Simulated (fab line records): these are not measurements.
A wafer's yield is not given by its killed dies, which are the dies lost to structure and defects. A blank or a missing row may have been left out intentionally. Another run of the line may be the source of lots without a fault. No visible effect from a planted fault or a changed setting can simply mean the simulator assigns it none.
fab line records	flow n5-finfet
[record] lots = 11	wafers = 31	last-day = 18
route steps=1938 shown BEOL_M3@982 BEOL_M4@1111 PASSIVATION@1936
lots that met no fault: from a run of the same line without faults
start-h: start of the lot's first displayed wafer, in hours after the record's first day	wait-h: hours since the lot's step before	" identical to the entry in the row above	L1.1+2: several wafers, shown together as one row	- either no value or no given start	* or withheld: withheld	< > ~ a bound
route shown NAME@n: NAME is a module with steps in the file, n the number in the route of the first one	usual: mean/standard deviation of fault-free wafers	same: alike in all rows	chamber/n: place in a boat	sites: per-site readings	_std_site: standard deviation of those values	_edge_site: mean of outer sites minus mean of inner sites	radius-mm: for every site, how far away it sits from the centre of the wafer	mask NAME#n: copy n	behind: the most recent tool/chamber to have shaped the wafer	hold: reason for holding the lot/hours on hold/outcome of the hold	device: the n, p or np transistor that did not switch	end of line: the route-end tests of the same wafers	a step given without rows: its recipe and nothing more	killed: dies that structure and defects cost at the first sort, which is not the same as the wafer's yield	map: a wafer's dies, marking killed ones x, the rest . and places with no die _
set.NAME: setting as actually run; set.NAME@STEP: the setting as run at that earlier step	model.NAME: the simulator's own value behind a step, which no gauge read
a sample of lots followed through the steps of the route, with each step as a table and each wafer as a row
services: from which hour (start-h, from the record's first day; less than 0 if before it) a tool's chamber was out of use, for how many hours, and why
[[steps]]
[step N5_BEOL_M3_STRIP_97]
[recipe] chemistry = N2/H2	time-s = 10	power-w = 450	temp-c = 40	pressure-mtorr = 20	rf-frequency-hz = 6e+07	bias-power-w = 7	n2-flow-sccm = 200	h2-flow-sccm = 200
[usual] bias-power-w = 6.998/0.019	chamber-pressure-mTorr = 19.998/0.024	drypump-motor-current-A = 5.4/0.42	oes-product-au = 0.83/0.091	rf-vpp-V = 59.2/0.83	showerhead-plenum-p-Torr = 2.53/0.098	throttle-valve-pct = 23.6/0.4
lot.wafer	tool	chamber	start-h	wait-h	bias-power-w	chamber-pressure-mTorr	drypump-motor-current-A	oes-product-au	rf-hours-counter-h	rf-vpp-V	showerhead-plenum-p-Torr	throttle-valve-pct
L260.2	rie-diel-04	2	182.37	-	6.975	19.989	4.7	0.70	209	58.5	2.43	23.9
L260.5	"	2	"	"	6.997	19.979	4.7	0.71	-	59.6	2.43	23.9
L260.6	"	1	"	"	6.986	20.017	5.7	0.79	-	58.7	2.53	23.5
L261.4	rie-diel-04	3	187.47	-	7.020	20.006	6.4	0.76	147	58.7	2.56	24.2
L261.5	"	0	"	"	6.981	20.016	5.3	0.92	-	60.4	2.59	23.8
L261.6	"	3	"	"	7.006	20.009	6.4	0.76	-	59.4	2.56	24.2
L263.4	rie-diel-01	2	192.68	-	6.996	19.972	5.5	0.92	27	58.9	2.47	23.5
L263.5	"	3	"	"	6.972	19.968	5.6	0.93	-	58.5	2.57	22.9
L263.6	"	2	"	"	7.014	19.979	5.5	0.92	-	58.4	2.47	23.4
L271.1	rie-diel-03	3	237.68	-	-	-	-	-	-	-	-	-
L271.2	"	1	"	"	-	-	-	-	-	-	-	-
L271.3	"	0	"	"	-	-	-	-	-	-	-	-
L270.1	rie-diel-01	2	240.98	-	-	-	-	-	-	-	-	-
L270.4	"	0	"	"	-	-	-	-	-	-	-	-
L270.6	"	1	"	"	-	-	-	-	-	-	-	-
L272.1	rie-diel-01	2	250.75	-	-	-	-	-	-	-	-	-
L272.2	"	1	"	"	-	-	-	-	-	-	-	-
L272.4	"	2	"	"	-	-	-	-	-	-	-	-
L273.3	rie-diel-01	0	254.76	-	6.985	20.009	5.4	0.94	21	59.9	2.69	23.5
L273.5	"	2	"	"	6.991	19.983	5.5	0.87	-	58.5	2.45	23.5
L276.2	rie-diel-04	3	277.92	-	7.000	19.998	6.4	0.73	178	59.6	2.54	24.3
L276.3	"	0	"	"	7.015	20.018	5.3	0.86	48	59.6	2.58	23.8
L276.4	"	1	"	"	6.967	19.986	5.7	0.78	172	60.4	2.51	23.6
L277.2	rie-diel-01	1	278.39	-	6.968	19.996	5.1	0.71	199	58.7	2.40	24.2
L277.4	"	2	"	"	6.998	20.005	5.4	0.87	62	58.7	2.45	23.5
L277.6	"	2	"	"	6.996	20.030	5.4	0.87	-	59.1	2.45	23.5
L281.1	rie-diel-01	1	295.99	-	7.000	20.012	5.1	0.70	206	59.2	2.40	24.2
L281.3	"	2	"	"	6.985	19.982	5.5	0.84	70	58.4	2.45	23.5
L281.5	"	0	"	"	7.007	20.011	5.4	0.91	-	59.4	2.69	23.5
L280.1	rie-diel-03	2	301.67	-	6.997	19.998	5.1	0.79	127	58.4	2.56	23.6
L280.4	"	3	"	"	7.031	20.008	6.2	0.81	72	59.8	2.47	23.6
[step N5_BEOL_M3_DEGAS_44]
[recipe] ambient = vacuum	temp-c = 250	time-s = 60
[usual] heater-power-w = 332/34
lot.wafer	tool	chamber	start-h	wait-h	heater-power-w
L260.2	pvd-sputter-03	-	182.64	0.0	327
L260.5	"	-	"	"	326
L260.6	"	-	"	"	320
L261.4	pvd-sputter-03	-	188.10	0.4	321
L261.5	"	-	"	"	323
L261.6	"	-	"	"	339
L263.4	pvd-sputter-03	-	193.26	0.3	327
L263.5	"	-	"	"	318
L263.6	"	-	"	"	320
L271.1	pvd-sputter-01	-	238.37	0.5	327
L271.2	"	-	"	"	362
L271.3	"	-	"	"	419
L270.1	pvd-sputter-03	-	241.69	0.5	324
L270.4	"	-	"	"	336
L270.6	"	-	"	"	321
L272.1	pvd-sputter-03	-	251.87	0.9	322
L272.2	"	-	"	"	308
L272.4	"	-	"	"	327
L273.3	pvd-sputter-01	-	255.12	0.1	310
L273.5	"	-	"	"	321
L276.2	pvd-sputter-01	-	278.43	0.3	335
L276.3	"	-	"	"	356
L276.4	"	-	"	"	310
L277.2	pvd-sputter-01	-	278.68	0.0	419
L277.4	"	-	"	"	319
L277.6	"	-	"	"	299
L281.1	pvd-sputter-03	-	296.63	0.4	342
L281.3	"	-	"	"	326
L281.5	"	-	"	"	338
L280.1	pvd-sputter-01	-	302.32	0.4	302
L280.4	"	-	"	"	353
[step N5_BEOL_M3_PRE_CLEAN_45]
[recipe] gas = H2/He	time-s = 30	temp-c = 250
[usual] heater-power-w = 331/34
lot.wafer	tool	chamber	start-h	wait-h	heater-power-w
L260.2	pvd-sputter-03	-	182.68	0.0	320
L260.5	"	-	"	"	320
L260.6	"	-	"	"	315
L261.4	pvd-sputter-03	-	188.14	0.0	318
L261.5	"	-	"	"	327
L261.6	"	-	"	"	339
L263.4	pvd-sputter-03	-	193.30	0.0	334
L263.5	"	-	"	"	325
L263.6	"	-	"	"	313
L271.1	pvd-sputter-01	-	238.42	0.0	322
L271.2	"	-	"	"	348
L271.3	"	-	"	"	425
L270.1	pvd-sputter-03	-	241.73	0.0	310
L270.4	"	-	"	"	336
L270.6	"	-	"	"	317
L272.1	pvd-sputter-03	-	251.91	0.0	329
L272.2	"	-	"	"	318
L272.4	"	-	"	"	314
L273.3	pvd-sputter-01	-	255.16	0.0	308
L273.5	"	-	"	"	324
L276.2	pvd-sputter-01	-	278.48	0.0	324
L276.3	"	-	"	"	356
L276.4	"	-	"	"	311
L277.2	pvd-sputter-01	-	278.72	0.0	416
L277.4	"	-	"	"	323
L277.6	"	-	"	"	305
L281.1	pvd-sputter-03	-	296.67	0.0	339
L281.3	"	-	"	"	323
L281.5	"	-	"	"	338
L280.1	pvd-sputter-01	-	302.36	0.0	312
L280.4	"	-	"	"	353
[step N5_BEOL_M3_ALD_84]
[recipe] material = TaN	target-thk-a = *	temp-c = 275	ald-precursor-family = PDMAT	ald-co-reactant = NH3	pressure-torr = 3	carrier-flow-sccm = 1500	pulse-time-s = 2	purge-time-s = 3	co-reactant-purge-time-s = 2	co-reactant-pulse-time-s = 3	ald-cycles = 30	precursor-vessel-temp-c = 75	precursor-vessel-pressure-torr = 26.25	precursor-vessel-carrier-sccm = 1000
[usual] heater-power-w = 432/51
[same] co-reactant-pulse-time-s = 3
lot.wafer	tool	chamber	start-h	wait-h	heater-power-w	since-wet-clean-h
L260.2	ald-metal-01	3	182.74	0.0	444	4461
L260.5	"	0	"	"	451	-
L260.6	"	3	"	"	441	-
L261.4	ald-metal-04	3	188.20	0.0	402	2928
L261.5	"	3	"	"	406	-
L261.6	"	0	"	"	513	-
L263.4	ald-metal-01	1	193.36	0.0	350	4472
L263.5	"	3	"	"	457	-
L263.6	"	2	"	"	514	-
L271.1	ald-metal-03	3	238.48	0.0	382	1440
L271.2	"	2	"	"	426	1440
L271.3	"	0	"	"	381	1440
L270.1	ald-metal-01	0	241.79	0.0	454	4520
L270.4	"	2	"	"	518	4520
L270.6	"	2	"	"	516	-
L272.1	ald-metal-04	1	251.97	0.0	427	2992
L272.2	"	0	"	"	525	2992
L272.4	"	3	"	"	407	2992
L273.3	ald-metal-01	3	255.25	0.1	441	4534
L273.5	"	2	"	"	526	-
L276.2	ald-metal-01	2	278.54	0.0	517	4557
L276.3	"	0	"	"	453	4557
L276.4	"	1	"	"	363	4557
L277.2	ald-metal-04	2	278.79	0.0	412	3019
L277.4	"	3	"	"	416	3019
L277.6	"	2	"	"	413	-
L281.1	ald-metal-03	2	296.75	0.1	440	1498
L281.3	"	1	"	"	441	1498
L281.5	"	2	"	"	431	-
L280.1	ald-metal-04	2	302.43	0.0	403	3042
L280.4	"	0	"	"	525	3042
[step N5_BEOL_M4_RC_MEAS_101]
[usual] DIBL_N = 36.5/2.2	DIBL_P = 36.9/2.9	IOFF_N = 0.17/0.044	IOFF_P = 0.22/0.052	ION_N = 671/16	ION_P = 461/10	SS_N = 71.6/0.73	SS_P = 73.5/0.79	VT_N = 250/4.1	VT_P = -250/4.1
lot.wafer	tool	chamber	start-h	wait-h	DIBL_N[mV/V]	DIBL_P[mV/V]	IOFF_N[nA/um]	IOFF_P[nA/um]	ION_N[uA/um]	ION_P[uA/um]	SS_N[mV/dec]	SS_P[mV/dec]	VT_N[mV]	VT_P[mV]
L260.2	prober-02	0	196.53	0.2	35.9	36.2	0.15	0.21	666	459	70.7	73.0	249	-249
L260.5	"	0	"	"	36.7	36.3	0.15	0.20	656	453	71.3	73.7	250	-252
L260.6	"	0	"	"	35.2	36.0	0.14	0.21	664	461	71.9	73.2	253	-248
L261.4	prober-01	0	203.46	0.5	34.2	34.5	0.11	0.18	655	451	71.1	72.1	258	-254
L261.5	"	0	"	"	37.0	38.1	0.16	0.22	655	448	72.2	73.3	250	-252
L261.6	"	0	"	"	35.7	37.1	0.13	0.21	668	463	71.2	72.9	252	-251
L263.4	prober-02	0	209.55	0.5	35.4	33.8	0.14	0.16	645	443	71.9	72.2	251	-253
L263.5	"	0	"	"	36.6	36.8	0.15	0.21	653	449	72.1	73.5	252	-249
L263.6	"	0	"	"	31.5	31.6	0.09	0.14	640	446	70.9	71.8	257	-253
L271.1	prober-02	0	258.56	0.0	33.5	34.2	0.13	0.19	665	461	71.0	72.3	251	-248
L271.2	"	0	"	"	39.3	41.0	0.25	0.31	704	475	73.0	73.9	246	-243
L271.3	"	0	"	"	37.1	38.5	0.20	0.26	674	464	72.0	73.7	246	-246
L270.1	prober-01	0	260.88	0.0	33.4	32.6	0.11	0.14	661	448	70.1	73.1	256	-258
L270.4	"	0	"	"	38.8	38.4	0.19	0.21	669	446	72.4	73.8	251	-252
L270.6	"	0	"	"	36.5	35.0	0.14	0.17	657	454	71.5	72.4	254	-255
L272.1	prober-02	0	265.89	0.2	35.8	35.7	0.16	0.19	689	471	71.6	73.1	247	-249
L272.2	"	0	"	"	38.2	39.1	0.18	0.24	670	456	71.8	73.7	248	-249
L272.4	"	0	"	"	36.5	37.2	0.17	0.22	680	466	71.3	73.1	249	-251
L273.3	prober-02	0	268.87	0.3	35.5	35.7	0.13	0.18	670	458	71.1	73.5	252	-253
L273.5	"	0	"	"	36.0	36.9	0.14	0.20	668	454	71.4	73.4	254	-252
L276.2	prober-02	0	290.77	0.2	34.6	35.2	0.13	0.19	662	461	71.6	72.9	252	-250
L276.3	"	0	"	"	38.4	41.1	0.23	0.30	700	477	71.5	74.3	240	-246
L276.4	"	0	"	"	37.3	39.9	0.18	0.30	656	459	71.9	74.1	248	-244
L277.2	prober-01	0	297.22	0.2	32.5	32.7	0.11	0.14	658	455	69.8	71.9	252	-255
L277.4	"	0	"	"	40.5	41.8	0.22	0.26	677	461	72.3	75.3	247	-249
L277.6	"	0	"	"	35.3	35.7	0.14	0.18	657	453	70.3	73.5	251	-253
L281.1	prober-01	0	317.82	0.0	35.3	35.5	0.14	0.18	666	461	70.9	73.1	250	-252
L281.3	"	0	"	"	38.1	38.7	0.18	0.23	674	463	71.7	74.3	247	-249
L281.5	"	0	"	"	37.8	39.4	0.17	0.25	668	461	71.4	74.4	248	-252
L280.1	prober-02	0	318.22	0.0	38.1	37.4	0.16	0.24	648	447	71.6	74.0	252	-250
L280.4	"	0	"	"	36.0	34.1	0.12	0.16	654	448	71.5	72.8	256	-254
[step N5_PASSIVATION_PROBE_49]
[usual] defect-limited-yield = 91.3/1.4	killed_at_M0_to_M3 = 36/10	killed_at_M4_up = 13/5.4	killed-at-contacts = 12/5.3	killed-at-front-end = 39/10	killed-at-other = 3.2/2.7	killed-dies = 103/16	killed-on-rim = 13/4	killed-open = 68/13	killed-short = 33/6.6	sort_bin_5_function = 5.1/0.92	sort_bin_6_memory = 3.3/0.68	sort_bin_8_speed = 0.1/0.41	sort-n-pass = 1077/17	sort-yield-pct = 91.2/1.4
[same] gross-dies = 1180	killed-at-back-side = 0	sort_bin_4_leakage[%] = 0
lot.wafer	tool	chamber	start-h	wait-h	defect-limited-yield[%]	killed_at_M0_to_M3	killed_at_M4_up	killed-at-contacts	killed-at-front-end	killed-at-other	killed-dies	killed-on-rim	killed-open	killed-short	sort_bin_5_function[%]	sort_bin_6_memory[%]	sort_bin_8_speed[%]	sort-n-pass	sort-yield-pct[%]
L261.4	prober-01	-	307.59	0.3	91.7	26	14	24	32	2	98	14	69	28	5.3	2.9	0	1082	91.7
L261.5	prober-01	-	307.64	0.4	91.4	37	22	9	33	0	101	11	63	35	4.9	3.5	0	1079	91.4
L261.6	prober-01	-	307.69	0.4	91.0	34	15	11	44	2	106	12	67	37	5.3	3.6	0	1074	91.0
L260.2	prober-02	-	307.79	0.1	91.9	34	21	10	29	2	96	13	66	30	4.2	3.5	0	1084	91.9
L260.5	prober-02	-	307.94	0.2	91.9	33	14	9	38	1	95	13	57	36	4.5	3.2	0	1085	91.9
L260.6	prober-02	-	307.99	0.3	92.1	29	15	12	28	9	93	13	56	35	5.1	2.7	0	1087	92.1
L263.4	prober-01	-	323.60	0.2	90.3	36	23	13	41	1	114	15	80	32	6.2	3.2	0.2	1064	90.2
L263.5	prober-01	-	323.65	0.2	89.2	62	7	15	42	1	127	16	90	35	6.9	3.8	0.1	1052	89.2
L263.6	prober-01	-	323.70	0.3	91.9	46	12	15	21	2	96	7	63	32	4.7	3.2	0.8	1074	91.0
L271.1	prober-01	-	365.61	0.2	83.3	117	18	19	32	11	197	21	148	48	10.5	6.0	0	983	83.3
L271.2	prober-01	-	365.66	0.2	83.1	117	28	8	35	12	200	43	126	60	10.3	5.3	0	980	83.1
L271.3	prober-01	-	365.71	0.3	85.0	116	16	10	32	3	177	27	127	50	9.1	5.2	0	1003	85.0
L273.3	prober-02	-	374.92	0.1	91.8	31	20	13	33	0	97	11	77	19	5.5	2.7	0	1083	91.8
L273.5	prober-02	-	375.02	0.2	92.6	34	10	16	27	0	87	14	54	31	4.2	3.0	0	1093	92.6
L270.1	prober-02	-	380.80	0.0	84.2	131	15	5	33	3	187	24	121	64	9.2	6.1	0	993	84.2
L270.4	prober-02	-	380.95	0.2	86.7	104	8	7	27	11	157	15	118	38	6.7	6.0	0	1023	86.7
L270.6	prober-02	-	381.05	0.3	86.5	100	16	2	30	11	159	22	113	44	8.4	4.7	0.1	1020	86.4
L272.1	prober-01	-	390.21	0.0	85.3	116	10	6	42	0	174	25	135	37	9.4	5.1	0	1006	85.3
L272.2	prober-01	-	390.26	0.1	85.2	117	5	22	25	6	175	27	127	47	8.6	5.9	0	1005	85.2
L272.4	prober-01	-	390.36	0.2	86.1	110	8	9	31	6	164	21	124	40	7.1	6.5	0	1016	86.1
L276.2	prober-01	-	402.41	0.1	94.0	19	13	9	29	1	71	3	54	16	4.2	1.6	0	1109	94.0
L276.3	prober-01	-	402.46	0.1	90.6	32	2	23	50	4	111	10	74	37	6.0	3.1	0	1069	90.6
L276.4	prober-01	-	402.51	0.2	92.5	23	12	22	29	2	88	14	64	24	4.5	2.7	0	1092	92.5
L277.2	prober-01	-	417.00	0.1	91.5	47	1	10	40	2	100	11	75	21	5.2	3.2	0	1080	91.5
L277.4	prober-01	-	417.10	0.2	89.1	60	8	9	46	6	129	17	95	30	6.2	4.5	0	1051	89.1
L277.6	prober-01	-	417.20	0.3	88.6	51	11	19	51	2	134	22	95	32	7.2	3.6	0	1046	88.6
L280.1	prober-01	-	430.72	0.0	92.5	36	6	5	37	4	88	13	52	36	4.1	2.9	0	1092	92.5
L280.4	prober-01	-	430.87	0.2	93.7	17	10	7	37	3	74	5	49	25	4.2	1.9	0.1	1105	93.6
L281.1	prober-01	-	432.40	0.0	90.7	44	10	16	36	4	110	14	76	33	5.1	4.0	0	1070	90.7
L281.3	prober-01	-	432.50	0.1	90.3	27	11	18	52	6	114	16	73	41	6.0	3.4	0	1066	90.3
L281.5	prober-01	-	432.60	0.2	88.6	35	15	11	68	5	134	16	97	37	7.3	3.7	0	1046	88.6
// killed by level:class
L261.4 MOL_CONTACT_COAG:geometric-particle:open=23 BEOL_M0_SAQP:geometric-particle:short=9 BEOL_M0_SAQP:geometric-particle:open=9 BEOL_M4:geometric-particle:open=6 FIN_SAQP:geometric-particle:short=5 STI_FIN_REVEAL:geometric-particle:open=5 GATE_CUT:geometric-particle:open=4 BEOL_M1:geometric-particle:open=4
L261.5 BEOL_M0_SAQP:geometric-particle:short=15 BEOL_M0_SAQP:geometric-particle:open=11 FIN_SAQP:geometric-particle:open=9 BEOL_M4:geometric-particle:open=9 MOL_CONTACT_COAG:geometric-particle:open=8 STI_FIN_REVEAL:geometric-particle:open=5 BEOL_M3:geometric-particle:open=5 STI_FIN_REVEAL:geometric-particle:short=4
L261.6 FIN_SAQP:geometric-particle:open=12 BEOL_M0_SAQP:geometric-particle:open=12 STI_FIN_REVEAL:geometric-particle:open=10 MOL_CONTACT_COAG:geometric-particle:open=8 BEOL_M0_SAQP:geometric-particle:short=6 STARTING-WAFER:geometric-particle:short=6 FIN_SAQP:geometric-particle:short=5 BEOL_M3:geometric-particle:open=5
L260.2 BEOL_M4:geometric-particle:open=15 MOL_CONTACT_COAG:geometric-particle:open=8 BEOL_M0:geometric-particle:open=7 BEOL_M0_SAQP:geometric-particle:short=5 BEOL_M0_SAQP:geometric-particle:open=5 BEOL_M2:geometric-particle:open=5 BEOL_M3:geometric-particle:open=5 FIN_SAQP:geometric-particle:open=4
L260.5 FIN_SAQP:geometric-particle:short=11 BEOL_M2:geometric-particle:open=9 STI_FIN_REVEAL:geometric-particle:open=8 MOL_CONTACT_COAG:geometric-particle:open=7 BEOL_M4:geometric-particle:open=7 BEOL_M0_SAQP:geometric-particle:short=5 BEOL_M0_SAQP:geometric-particle:open=5 BEOL_M1:geometric-particle:short=5
L260.6 MOL_CONTACT_COAG:geometric-particle:open=11 BEOL_M0_SAQP:geometric-particle:short=8 DUMMY_GATE:geometric-particle:open=7 BEOL_M2:geometric-particle:open=7 BEOL_M1:geometric-particle:open=6 FIN_SAQP:geometric-particle:open=4 GATE_CUT:geometric-particle:short=4 PAD_METAL:geometric-particle:short=4
L263.4 STI_FIN_REVEAL:geometric-particle:open=13 BEOL_M4:geometric-particle:open=13 MOL_CONTACT_COAG:geometric-particle:open=11 BEOL_M0_SAQP:geometric-particle:short=9 BEOL_M2:geometric-particle:open=8 STI_FIN_REVEAL:geometric-particle:short=6 GATE_CUT:geometric-particle:open=5 BEOL_M1:geometric-particle:open=5
L263.5 BEOL_M0_SAQP:geometric-particle:short=12 BEOL_M0:geometric-particle:open=11 MOL_CONTACT_COAG:geometric-particle:open=11 BEOL_M0_SAQP:geometric-particle:open=11 BEOL_M3:geometric-particle:open=9 BEOL_M1:geometric-particle:open=8 FIN_SAQP:geometric-particle:open=7 GATE_CUT:geometric-particle:open=6
L263.6 MOL_CONTACT_COAG:geometric-particle:open=12 BEOL_M0_SAQP:geometric-particle:open=11 BEOL_M0_SAQP:geometric-particle:short=11 BEOL_M3:geometric-particle:open=9 FIN_SAQP:geometric-particle:short=6 STI_FIN_REVEAL:geometric-particle:open=6 BEOL_M2:geometric-particle:open=4 BEOL_M5:geometric-particle:open=4
L271.1 BEOL_M3:geometric-particle:open=79 BEOL_M3:geometric-particle:short=20 MOL_CONTACT_COAG:geometric-particle:open=15 BEOL_M4:geometric-particle:open=11 FIN_SAQP:geometric-particle:open=8 BEOL_M0_SAQP:geometric-particle:open=8 DUMMY_GATE:geometric-particle:open=7 BEOL_M0_SAQP:geometric-particle:short=6
L271.2 BEOL_M3:geometric-particle:open=68 BEOL_M3:geometric-particle:short=17 BEOL_M4:geometric-particle:open=16 BEOL_M0_SAQP:geometric-particle:short=11 HKMG_FIN:area-etch=11 BEOL_M2:geometric-particle:open=10 FIN_SAQP:geometric-particle:open=7 BEOL_M0_SAQP:geometric-particle:open=7
L271.3 BEOL_M3:geometric-particle:open=81 BEOL_M0_SAQP:geometric-particle:short=11 BEOL_M3:geometric-particle:short=11 FIN_SAQP:geometric-particle:short=9 BEOL_M2:geometric-particle:open=9 BEOL_M4:geometric-particle:open=8 FIN_SAQP:geometric-particle:open=7 MOL_CONTACT_COAG:geometric-particle:open=5
L273.3 MOL_CONTACT_COAG:geometric-particle:open=11 BEOL_M1:geometric-particle:open=9 BEOL_M0_SAQP:geometric-particle:open=8 BEOL_M4:geometric-particle:open=8 DUMMY_GATE:geometric-particle:open=7 FIN_SAQP:geometric-particle:open=6 BEOL_M0_SAQP:geometric-particle:short=5 BEOL_M0:geometric-particle:open=5
L273.5 BEOL_M0_SAQP:geometric-particle:open=12 MOL_CONTACT_COAG:geometric-particle:open=10 FIN_SAQP:geometric-particle:short=8 BEOL_M0:geometric-particle:open=7 MOL_CONTACT_COAG:geometric-particle:short=6 BEOL_M0_SAQP:geometric-particle:short=6 FIN_SAQP:geometric-particle:open=4 BEOL_M1:geometric-particle:open=4
L270.1 BEOL_M3:geometric-particle:open=70 BEOL_M3:geometric-particle:short=20 BEOL_M0_SAQP:geometric-particle:short=17 BEOL_M0_SAQP:geometric-particle:open=11 BEOL_M1:geometric-particle:open=8 STI_FIN_REVEAL:geometric-particle:open=8 STARTING-WAFER:geometric-particle:short=5 FIN_SAQP:geometric-particle:open=4
L270.4 BEOL_M3:geometric-particle:open=62 BEOL_M3:geometric-particle:short=15 BEOL_M1:geometric-particle:open=11 STI_FIN_REVEAL:geometric-particle:open=10 BEOL_M2:geometric-particle:open=7 MOL_CONTACT_COAG:geometric-particle:open=6 FIN_SAQP:geometric-particle:short=5 BEOL_M0_SAQP:geometric-particle:short=5
L270.6 BEOL_M3:geometric-particle:open=64 BEOL_M3:geometric-particle:short=15 BEOL_M0_SAQP:geometric-particle:open=13 STI_FIN_REVEAL:geometric-particle:open=9 FIN_SAQP:geometric-particle:open=6 BEOL_M0_SAQP:geometric-particle:short=6 FIN_SAQP:geometric-particle:short=5 BEOL_M4:geometric-particle:open=5
L272.1 BEOL_M3:geometric-particle:open=82 BEOL_M3:geometric-particle:short=14 DUMMY_GATE:geometric-particle:open=10 FIN_SAQP:geometric-particle:open=6 BEOL_M1:geometric-particle:open=6 STI_FIN_REVEAL:geometric-particle:open=5 MOL_CONTACT_COAG:geometric-particle:open=5 BEOL_M0_SAQP:geometric-particle:short=4
L272.2 BEOL_M3:geometric-particle:open=73 MOL_CONTACT_COAG:geometric-particle:open=16 BEOL_M3:geometric-particle:short=13 BEOL_M0_SAQP:geometric-particle:short=8 BEOL_M0:geometric-particle:open=8 MOL_CONTACT_COAG:geometric-particle:short=6 BEOL_M0_SAQP:geometric-particle:open=5 BEOL_M1:geometric-particle:open=5
L272.4 BEOL_M3:geometric-particle:open=78 BEOL_M3:geometric-particle:short=11 MOL_CONTACT_COAG:geometric-particle:open=8 BEOL_M0_SAQP:geometric-particle:short=7 BEOL_M2:geometric-particle:open=6 STI_FIN_REVEAL:geometric-particle:open=5 DUMMY_GATE:geometric-particle:open=4 ILD0:geometric-particle:open=4
L276.2 STI_FIN_REVEAL:geometric-particle:open=11 BEOL_M4:geometric-particle:open=8 MOL_CONTACT_COAG:geometric-particle:open=6 ILD0:geometric-particle:open=4 BEOL_M0_SAQP:geometric-particle:short=4 BEOL_M0:geometric-particle:open=4 BEOL_M2:geometric-particle:open=4 MOL_CONTACT_COAG:geometric-particle:short=3
L276.3 MOL_CONTACT_COAG:geometric-particle:open=17 FIN_SAQP:geometric-particle:short=10 STI_FIN_REVEAL:geometric-particle:open=10 BEOL_M1:geometric-particle:open=10 BEOL_M2:geometric-particle:open=10 FIN_SAQP:geometric-particle:open=8 GATE_CUT:geometric-particle:short=7 MOL_CONTACT_COAG:geometric-particle:short=6
L276.4 MOL_CONTACT_COAG:geometric-particle:open=16 BEOL_M2:geometric-particle:open=8 MOL_CONTACT_COAG:geometric-particle:short=6 BEOL_M4:geometric-particle:open=6 FIN_SAQP:geometric-particle:open=5 STI_FIN_REVEAL:geometric-particle:open=5 DUMMY_GATE:geometric-particle:open=5 BEOL_M3:geometric-particle:open=4
L277.2 BEOL_M3:geometric-particle:open=24 FIN_SAQP:geometric-particle:open=14 MOL_CONTACT_COAG:geometric-particle:open=9 FIN_SAQP:geometric-particle:short=5 DUMMY_GATE:geometric-particle:open=5 BEOL_M0_SAQP:geometric-particle:open=5 BEOL_M3:geometric-particle:short=5 BEOL_M0_SAQP:geometric-particle:short=4
L277.4 BEOL_M2:geometric-particle:open=21 FIN_SAQP:geometric-particle:open=18 BEOL_M3:geometric-particle:open=16 STI_FIN_REVEAL:geometric-particle:open=10 FIN_SAQP:geometric-particle:short=9 MOL_CONTACT_COAG:geometric-particle:open=7 BEOL_M0_SAQP:geometric-particle:short=5 BEOL_M0_SAQP:geometric-particle:open=5
L277.6 MOL_CONTACT_COAG:geometric-particle:open=17 FIN_SAQP:geometric-particle:open=15 STI_FIN_REVEAL:geometric-particle:open=12 BEOL_M2:geometric-particle:open=12 BEOL_M0_SAQP:geometric-particle:short=9 BEOL_M3:geometric-particle:open=8 BEOL_M0_SAQP:geometric-particle:open=6 HKMG_FIN:area-etch=6
L280.1 BEOL_M0_SAQP:geometric-particle:short=13 FIN_SAQP:geometric-particle:open=11 BEOL_M0_SAQP:geometric-particle:open=10 ILD0:geometric-particle:short=7 BEOL_M1:geometric-particle:open=7 FIN_SAQP:geometric-particle:short=4 DUMMY_GATE:geometric-particle:open=4 ILD0:geometric-particle:open=4
L280.4 FIN_SAQP:geometric-particle:open=8 ILD0:geometric-particle:open=6 STARTING-WAFER:geometric-particle:open=6 BEOL_M0_SAQP:geometric-particle:short=5 MOL_CONTACT_COAG:geometric-particle:open=5 BEOL_M2:geometric-particle:open=5 ILD0:geometric-particle:short=4 STI_FIN_REVEAL:geometric-particle:open=3
L281.1 STI_FIN_REVEAL:geometric-particle:open=15 MOL_CONTACT_COAG:geometric-particle:open=12 BEOL_M2:geometric-particle:open=11 BEOL_M0_SAQP:geometric-particle:open=8 BEOL_M1:geometric-particle:open=7 BEOL_M0_SAQP:geometric-particle:short=5 MOL_CONTACT_COAG:geometric-particle:short=4 BEOL_M3:geometric-particle:open=4
L281.3 STI_FIN_REVEAL:geometric-particle:open=16 MOL_CONTACT_COAG:geometric-particle:open=13 FIN_SAQP:geometric-particle:open=6 BEOL_M1:geometric-particle:open=6 BEOL_M2:geometric-particle:open=6 BEOL_M3:geometric-particle:open=6 FIN_SAQP:geometric-particle:short=5 GATE_CUT:geometric-particle:short=5
L281.5 STI_FIN_REVEAL:geometric-particle:open=29 BEOL_M3:geometric-particle:open=12 BEOL_M1:geometric-particle:open=9 STI_FIN_REVEAL:geometric-particle:short=8 MOL_CONTACT_COAG:geometric-particle:open=8 FIN_SAQP:geometric-particle:open=6 BEOL_M2:geometric-particle:open=5 BEOL_M4:geometric-particle:open=4
[[services]]
tool	chamber	start-h	hours	kind
rie-diel-04	-	167.56	0.5	repair
ald-metal-04	3	168.42	11.1	repair
ald-metal-03	2	203.26	5.1	repair
rie-diel-01	0	223.37	15.1	repair
rie-diel-01	3	232.64	22.4	repair
ald-metal-03	2	240.58	5.5	repair
rie-diel-03	-	244.35	28.1	pm
ald-metal-04	-	269.51	0.6	repair
rie-diel-04	2	292.60	-	clean
rie-diel-04	2	292.60	-	consumable-replace:focus-ring
rie-diel-04	2	292.60	-	consumable-replace:showerhead
rie-diel-04	2	292.60	22.2	scheduled-down
rie-diel-04	2	292.60	22.2	vent-cycle
ald-metal-01	3	296.26	10.0	repair
[[key]]
[first-sign] step = N5_BEOL_M3_STRIP_97	reading = tool-record	direction = missing
[effect] step = N5_PASSIVATION_PROBE_49	reading = killed_at_M0_to_M3	direction = up	sigmas = 7.6	usual = 36	struck = 114
[more-kills-born-at] N5_BEOL_M3_STRIP_97@rie-diel-01 = 490	N5_BEOL_M3_STRIP_97@rie-diel-03 = 263
met-at N5_BEOL_M3_STRIP_97
struck-lots L270,L271,L272
[baseline-loss] step = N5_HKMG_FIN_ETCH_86	wafers = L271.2
not-acting-at N5_BEOL_M3_DEGAS_44,N5_BEOL_M3_PRE_CLEAN_45,N5_BEOL_M3_ALD_84
onset-between 192.68 237.68
[fault] kind = skipped-step-whole	tool = rie-diel-01,rie-diel-03	chamber = -	onset-h = 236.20	steps = N5_BEOL_M3_STRIP_97	scope = struck-lots-only
// baseline-loss: these wafers lose ten dies or more at that step, a loss of the line's own and not of a fault; the sort's usual values leave them out
